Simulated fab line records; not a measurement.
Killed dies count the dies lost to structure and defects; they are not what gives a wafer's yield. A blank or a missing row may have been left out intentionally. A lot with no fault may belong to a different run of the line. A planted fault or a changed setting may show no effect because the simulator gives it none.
Matching of chambers :: flow n5-finfet :: N5_BEOL_M13_DESCUM_15 on rie-diel-01 has 4 sister chambers
The step chemistry O2, time 7.9 s. 4 wafers are shown with their chamber, then 10 later ones without.

== EACH WAFER AND ITS CHAMBER ==
wafer: L213.1
chamber: 0
drypump-motor-current-A (A): 5.4

wafer: L215.5
chamber: 1
drypump-motor-current-A (A): 4.7

wafer: L217.1
chamber: 3
drypump-motor-current-A (A): 5.8

wafer: L217.2
chamber: 2
drypump-motor-current-A (A): 6.3

== WAFERS WITH NO CHAMBER GIVEN ==
wafer: L217.5
drypump-motor-current-A (A): 6.3

wafer: L216.2
drypump-motor-current-A (A): 5.4

wafer: L216.4
drypump-motor-current-A (A): 6.3

wafer: L216.6
drypump-motor-current-A (A): 6.3

wafer: L218.2
drypump-motor-current-A (A): 5.4

wafer: L218.3
drypump-motor-current-A (A): 5.7

wafer: L218.4
drypump-motor-current-A (A): 4.7

wafer: L220.1
drypump-motor-current-A (A): 6.3

wafer: L220.3
drypump-motor-current-A (A): 4.7

wafer: L220.5
drypump-motor-current-A (A): 5.7

== CHAMBER TAKEN BY EACH ==
wafer: L217.5
from the rows above: 2
in truth: 2

wafer: L216.2
from the rows above: 0
in truth: 0

wafer: L216.4
from the rows above: 2
in truth: 2

wafer: L216.6
from the rows above: 2
in truth: 2

wafer: L218.2
from the rows above: 0
in truth: 0

wafer: L218.3
from the rows above: 3
in truth: 3

wafer: L218.4
from the rows above: 1
in truth: 1

wafer: L220.1
from the rows above: 2
in truth: 2

wafer: L220.3
from the rows above: 1
in truth: 1

wafer: L220.5
from the rows above: 3
in truth: 3
Correct placement for 10 of the 10. Left unplaced by these rows: 0. Wrongly placed: 0.
How it was worked out, from the rows above alone: a wafer's distance from a chamber is the root of the sum, over the readings, of the square of ((its reading less the chamber's mean) divided by the reading's scatter). The wafer belongs to the nearest chamber; if the next one is less than 2 further off, it can't be placed. Each chamber's mean is taken over the wafers shown for it. The scatter: with one shown wafer a chamber, the root of the mean of the squares of how far each hidden wafer lies from its nearest shown one.
